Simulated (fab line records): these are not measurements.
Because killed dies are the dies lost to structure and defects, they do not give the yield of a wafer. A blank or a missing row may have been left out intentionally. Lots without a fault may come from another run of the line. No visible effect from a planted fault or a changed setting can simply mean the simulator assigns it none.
Chamber matching / flow n5Finfet / N5_BEOL_M5_PECVD_70 on pecvd-03 has 3 sister chambers
The step deposits SiO2 from TEOS/O2, target thk 16 nm, time 18 s. 6 wafers are shown with their chamber, then 7 later ones without.

## WAFERS PAIRED WITH THEIR CHAMBERS
wafer=L079.4; chamber=2; showerheadPlenumPTorr (Torr)=8.78; throttleValvePct (%)=21.1
wafer=L081.3; chamber=1; showerheadPlenumPTorr (Torr)=8.73; throttleValvePct (%)=23.3
wafer=L090.5; chamber=1; showerheadPlenumPTorr (Torr)=8.73; throttleValvePct (%)=23.5
wafer=L090.6; chamber=0; showerheadPlenumPTorr (Torr)=8.88; throttleValvePct (%)=22.1
wafer=L092.2; chamber=2; showerheadPlenumPTorr (Torr)=8.75; throttleValvePct (%)=19.5
wafer=L092.4; chamber=0; showerheadPlenumPTorr (Torr)=8.87; throttleValvePct (%)=22.0

## WAFERS WHOSE CHAMBER IS MISSING
wafer=L092.6; showerheadPlenumPTorr (Torr)=8.74; throttleValvePct (%)=23.4
wafer=L093.1; showerheadPlenumPTorr (Torr)=8.74; throttleValvePct (%)=23.5
wafer=L093.4; showerheadPlenumPTorr (Torr)=8.73; throttleValvePct (%)=23.6
wafer=L093.6; showerheadPlenumPTorr (Torr)=8.76; throttleValvePct (%)=20.0
wafer=L095.3; showerheadPlenumPTorr (Torr)=8.88; throttleValvePct (%)=22.2
wafer=L095.5; showerheadPlenumPTorr (Torr)=8.76; throttleValvePct (%)=19.7
wafer=L095.6; showerheadPlenumPTorr (Torr)=8.73; throttleValvePct (%)=23.3

## CHAMBER TAKEN BY EACH
wafer=L092.6; from the rows above=1; in truth=1
wafer=L093.1; from the rows above=1; in truth=1
wafer=L093.4; from the rows above=1; in truth=1
wafer=L093.6; from the rows above=2; in truth=2
wafer=L095.3; from the rows above=0; in truth=0
wafer=L095.5; from the rows above=2; in truth=2
wafer=L095.6; from the rows above=1; in truth=1
Correct placement for 7 of the 7. Number that these rows cannot place: 0. Wrongly placed: 0.
How it was worked out, from the rows above alone: a wafer's distance from a chamber is the root of the sum, over the readings, of the square of ((its reading less the chamber's mean) divided by the reading's scatter). The wafer belongs to the nearest chamber; if the next one is less than 2 further off, it can't be placed. Each chamber's mean is taken over the wafers shown for it. How the scatter is found: for the shown wafers, subtract from each reading the mean of its chamber, square and add these, divide the total by (wafers less chambers), then take the root.
